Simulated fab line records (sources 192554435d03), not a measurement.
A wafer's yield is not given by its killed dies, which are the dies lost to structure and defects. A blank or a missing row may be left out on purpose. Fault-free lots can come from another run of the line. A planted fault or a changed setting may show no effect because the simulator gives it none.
Which tool was responsible? | flow n5Finfet | Sampling: 10 lots, 30 wafers, 6 of 1938 route steps

== WHAT THE GAUGES READ, wafer by wafer ==
N5_START_INSPECT_01: inspects for defects (unpatterned scan). Usual: rawDefectCount at 5.7, with a standard deviation of 2.7.
lot  | measured    | on               | rawDefectCount | flag
L737 | day 1 12:02 | defectInspect-02 | 3 6 5          | 
L741 | day 2 12:02 | defectInspect-01 | 9 5 2          | 
L742 | day 2 18:02 | defectInspect-01 | 6 8 6          | 
L744 | day 3 06:02 | defectInspect-01 | 16 4 6         | 
L747 | day 4 00:02 | defectInspect-01 | 2 5 3          | 
L748 | day 4 06:02 | defectInspect-02 | 5 8 3          | 
L755 | day 6 00:02 | defectInspect-01 | 7 5 9          | 
L756 | day 6 06:02 | defectInspect-01 | 0 2 2          | 
L758 | day 6 18:02 | defectInspect-02 | 10 10 3        | 
L759 | day 7 00:02 | defectInspect-01 | 11 7 7         | 

N5_WELL_APT_CD_MEAS_08: target cd 200 nm. Usual: cdNm at 199.8 nm, with a standard deviation of 1.7.
lot  | measured    | on       | cdNm (nm)         | flag
L737 | day 1 13:49 | cdSem-02 | 200.2 199.9 198.4 | 
L741 | day 2 13:44 | cdSem-02 | 200.1 200.8 199.1 | 
L742 | day 2 20:14 | cdSem-01 | 196.2 198.7 198.4 | 
L744 | day 3 08:01 | cdSem-03 | 199.0 198.7 201.8 | 
L747 | day 4 01:51 | cdSem-03 | - - -             | OFF
L748 | day 4 07:34 | cdSem-02 | - - -             | OFF
L755 | day 6 02:03 | cdSem-03 | 198.4 198.7 196.1 | 
L756 | day 6 07:49 | cdSem-03 | 197.7 199.4 198.9 | 
L758 | day 6 19:52 | cdSem-01 | 199.7 200.2 202.0 | 
L759 | day 7 01:49 | cdSem-03 | 200.1 198.7 200.5 | 

N5_BEOL_M4_RC_MEAS_101. Usual: DIBL_N 36.5 mV/V, standard deviation 1.9; DIBL_P 36.7 mV/V, standard deviation 2.1; IOFF_N 0.17 nA/um, standard deviation 0.035; IOFF_P 0.22 nA/um, standard deviation 0.042; ION_N 676 uA/um, standard deviation 10; ION_P 462 uA/um, standard deviation 8.1; SS_N 71.5 mV/dec, standard deviation 0.72; SS_P 73.4 mV/dec, standard deviation 0.7; VT_N 249 mV, standard deviation 3.1; VT_P -250 mV, standard deviation 3.9.
lot  | measured     | on        | DIBL_N (mV/V)  | DIBL_P (mV/V)  | IOFF_N (nA/um) | IOFF_P (nA/um) | ION_N (uA/um) | ION_P (uA/um) | SS_N (mV/dec)  | SS_P (mV/dec)  | VT_N (mV)   | VT_P (mV)      | flag
L737 | day 7 19:36  | prober-01 | 34.5 34.9 33.1 | 32.9 34.7 31.6 | 0.12 0.14 0.10 | 0.18 0.21 0.16 | 675 687 660   | 460 476 457   | 70.9 71.1 70.9 | 72.8 73.2 72.6 | 253 248 257 | -251 -250 -252 | 
L741 | day 9 01:49  | prober-02 | 38.4 35.4 36.1 | 38.6 36.4 35.7 | 0.18 0.14 0.14 | 0.23 0.21 0.20 | 680 681 662   | 461 466 459   | 72.2 71.0 72.2 | 74.0 73.9 73.5 | 251 251 252 | -250 -249 -251 | 
L742 | day 10 03:57 | prober-02 | 37.9 39.7 38.8 | 37.8 40.0 38.7 | 0.16 0.20 0.17 | 0.27 0.30 0.26 | 674 681 670   | 467 472 460   | 72.4 72.3 71.8 | 73.1 74.3 73.7 | 247 249 249 | -245 -244 -246 | 
L744 | day 10 11:35 | prober-02 | 38.5 36.0 36.5 | 39.7 35.4 36.6 | 0.21 0.16 0.16 | 0.28 0.20 0.22 | 699 676 683   | 476 465 466   | 71.8 70.9 71.2 | 74.3 72.7 73.5 | 246 249 249 | -244 -248 -249 | 
L755 | day 13 00:33 | prober-01 | 32.7 39.9 33.9 | 31.2 39.2 34.2 | 0.11 0.23 0.12 | 0.13 0.24 0.17 | 666 682 661   | 450 460 460   | 69.8 72.1 70.7 | 72.5 74.5 72.8 | 256 249 256 | -258 -251 -254 | 
L756 | day 13 10:12 | prober-01 | 34.7 34.3 37.2 | 37.2 35.7 39.5 | 0.13 0.13 0.18 | 0.22 0.21 0.26 | 663 666 687   | 463 461 471   | 71.5 70.9 72.2 | 73.4 73.4 73.7 | 254 254 249 | -249 -249 -247 | 
L758 | day 14 04:26 | prober-02 | 35.2 36.2 34.5 | 34.6 36.1 34.0 | 0.12 0.15 0.12 | 0.16 0.17 0.15 | 662 679 659   | 454 458 451   | 71.2 71.1 71.2 | 72.1 73.1 72.1 | 253 247 253 | -255 -254 -256 | 
L759 | day 14 12:44 | prober-02 | 36.1 35.7 38.8 | 34.6 35.6 38.9 | 0.13 0.14 0.19 | 0.18 0.19 0.25 | 657 662 676   | 454 455 463   | 71.0 71.3 71.8 | 72.7 73.0 73.1 | 252 252 246 | -253 -253 -247 | 

== WHICH TOOL RAN EACH LOT (tool, then ch and the chambers of the sampled wafers, then the start) ==
lot  | N5_WELL_APT_EXPOSE_05           | N5_FIN_SAQP_PECVD_06           | N5_FIN_SAQP_DESCUM_21
L737 | krfScanner-01 ch 0, day 1 13:38 | pecvd-04 ch 0,1,2, day 1 21:58 | rieDiel-01 ch 0,1,2, day 1 22:53
L741 | krfScanner-01 ch 0, day 2 13:34 | pecvd-04 ch 0,1,2, day 2 20:50 | rieDiel-06 ch 2,3, day 2 21:32
L742 | krfScanner-02 ch 0, day 2 20:04 | pecvd-04 ch 0,2, day 3 03:30   | rieDiel-01 ch 1,2, day 3 04:19
L744 | krfScanner-02 ch 0, day 3 07:50 | pecvd-04 ch 0,1, day 3 15:36   | rieDiel-02 ch 2,3, day 3 16:39
L747 | krfScanner-01, day 4 01:41      | -                              | -
L748 | krfScanner-01, day 4 07:25      | -                              | -
L755 | krfScanner-01 ch 0, day 6 01:53 | pecvd-02 ch 0,2, day 6 09:01   | rieDiel-01 ch 0,1, day 6 09:42
L756 | krfScanner-02 ch 0, day 6 07:38 | pecvd-03 ch 0,2, day 6 15:31   | rieDiel-06 ch 0,1,2, day 6 16:11
L758 | krfScanner-01 ch 0, day 6 19:41 | pecvd-03 ch 0,2, day 7 05:04   | rieDiel-01 ch 0,3, day 7 05:52
L759 | krfScanner-02 ch 0, day 7 01:38 | pecvd-03 ch 1,2, day 7 11:08   | rieDiel-06 ch 0,2, day 7 11:41
- N5_WELL_APT_EXPOSE_05: exposes mask NWELL, defocus 0 nm, target cd 200 nm.
- N5_FIN_SAQP_PECVD_06: deposits a-Si from SiH4/He, target thk 60 nm, time 48.1 s.
- N5_FIN_SAQP_DESCUM_21: chemistry O2, time 7.9 s.

== WHAT THE TOOLS THEMSELVES READ (means of the sampled wafers that have a number; where no wafer has one, the mark that the record gives instead) ==
N5_WELL_APT_EXPOSE_05. Usual: exposureDoseMJCm2 20.283, standard deviation 0.021; focusOffsetNm 0.1 nm, standard deviation 0.47; stageVelMmS 500.00 mm/s, standard deviation 0.21.
lot  | tool          | exposureDoseMJCm2 | focusOffsetNm (nm) | stageVelMmS (mm/s) | flag
L737 | krfScanner-01 | 20.279            | 0.2                | 500.21             | 
L741 | krfScanner-01 | 20.301            | -0.1               | 499.97             | 
L742 | krfScanner-02 | 20.279            | 0.2                | 500.19             | 
L744 | krfScanner-02 | 20.283            | -0.2               | 500.05             | 
L747 | krfScanner-01 | -                 | -                  | -                  | OFF
L748 | krfScanner-01 | -                 | -                  | -                  | OFF
L755 | krfScanner-01 | 20.298            | 0.8                | 500.05             | 
L756 | krfScanner-02 | 20.258            | 0.1                | 499.77             | 
L758 | krfScanner-01 | 20.274            | -0.1               | 500.05             | 
L759 | krfScanner-02 | 20.279            | 0.2                | 500.06             | 

N5_FIN_SAQP_PECVD_06. Usual: heaterPowerW 793 W, standard deviation 77; showerheadPlenumPTorr 5.65 Torr, standard deviation 0.046; showerheadVppV 616 V, standard deviation 30; susceptorTempC 400.01 C, standard deviation 0.21; throttleValvePct 17.5 %, standard deviation 0.8.
lot  | tool     | heaterPowerW (W) | showerheadPlenumPTorr (Torr) | showerheadVppV (V) | susceptorTempC (C) | throttleValvePct (%) | flag
L737 | pecvd-04 | 753              | 5.64                         | 603                | 399.83             | 17.6                 | 
L741 | pecvd-04 | 771              | 5.63                         | 600                | 399.88             | 17.8                 | 
L742 | pecvd-04 | 706              | 5.60                         | 576                | 399.96             | 16.8                 | 
L744 | pecvd-04 | 701              | 5.60                         | 591                | 400.00             | 17.5                 | 
L755 | pecvd-02 | 799              | 5.66                         | 609                | 400.03             | 17.0                 | 
L756 | pecvd-03 | 789              | 5.68                         | 630                | 400.07             | 17.5                 | 
L758 | pecvd-03 | 829              | 5.67                         | 626                | 400.30             | 17.5                 | 
L759 | pecvd-03 | 788              | 5.72                         | 627                | 400.03             | 17.4                 | 

N5_FIN_SAQP_DESCUM_21. Usual: biasPowerW 20.00 W, standard deviation 0.058; drypumpMotorCurrentA 5.5 A, standard deviation 0.32; oesProductAu 0.79 a.u., standard deviation 0.074; rfVppV 243.2 V, standard deviation 1.3; showerheadPlenumPTorr 2.10 Torr, standard deviation 0.06; throttleValvePct 20.53 %, standard deviation 0.21.
lot  | tool       | biasPowerW (W) | drypumpMotorCurrentA (A) | oesProductAu (a.u.) | rfVppV (V) | showerheadPlenumPTorr (Torr) | throttleValvePct (%) | flag
L737 | rieDiel-01 | 20.02          | 5.7                      | 0.83                | 243.0      | 2.13                         | 20.53                | 
L741 | rieDiel-06 | 20.01          | 5.4                      | 0.76                | 243.4      | 2.11                         | 20.36                | 
L742 | rieDiel-01 | 19.96          | 5.7                      | 0.79                | 244.4      | 2.13                         | 20.58                | 
L744 | rieDiel-02 | 19.93          | 5.2                      | 0.76                | 244.2      | 2.13                         | 20.91                | 
L755 | rieDiel-01 | 20.00          | 5.7                      | 0.93                | 242.6      | 2.13                         | 20.32                | 
L756 | rieDiel-06 | 19.96          | 5.2                      | 0.71                | 244.0      | 2.13                         | 20.57                | 
L758 | rieDiel-01 | 20.03          | 5.7                      | 0.82                | 243.8      | 2.10                         | 20.52                | 
L759 | rieDiel-06 | 20.00          | 5.1                      | 0.70                | 244.3      | 2.16                         | 20.56                | 

== THE ANSWER, worked out from the rows above alone ==
Rule: a lot is off if the mean of its wafers that have a number lies more than 3 standard deviations from the usual mean. A lot without any number at a reading at which 4 lots or more have one is off too. All remaining lots with rows at the step are treated as sound. Order of review: gauges by route order, followed by the tools' own readings, for which a lot's mean as printed above is used. The first step at which some lot is off is used, and at that step the reading that is off furthest; a lot without a number counts as furthest.
Off, at N5_WELL_APT_CD_MEAS_08 on cdNm: L747, L748. Without a number there: L747, L748.
A tool fits if, at a process step before that reading, it ran every lot that is off, and no sound lot after the first of them. Not tried: the gauges at N5_WELL_APT_CD_MEAS_08; whatever is off there is also off at N5_WELL_APT_EXPOSE_05, on other tools, and gauge error can't account for it. Of those tried, none fits.

== WHAT THE SIMULATOR HAD INSERTED ==
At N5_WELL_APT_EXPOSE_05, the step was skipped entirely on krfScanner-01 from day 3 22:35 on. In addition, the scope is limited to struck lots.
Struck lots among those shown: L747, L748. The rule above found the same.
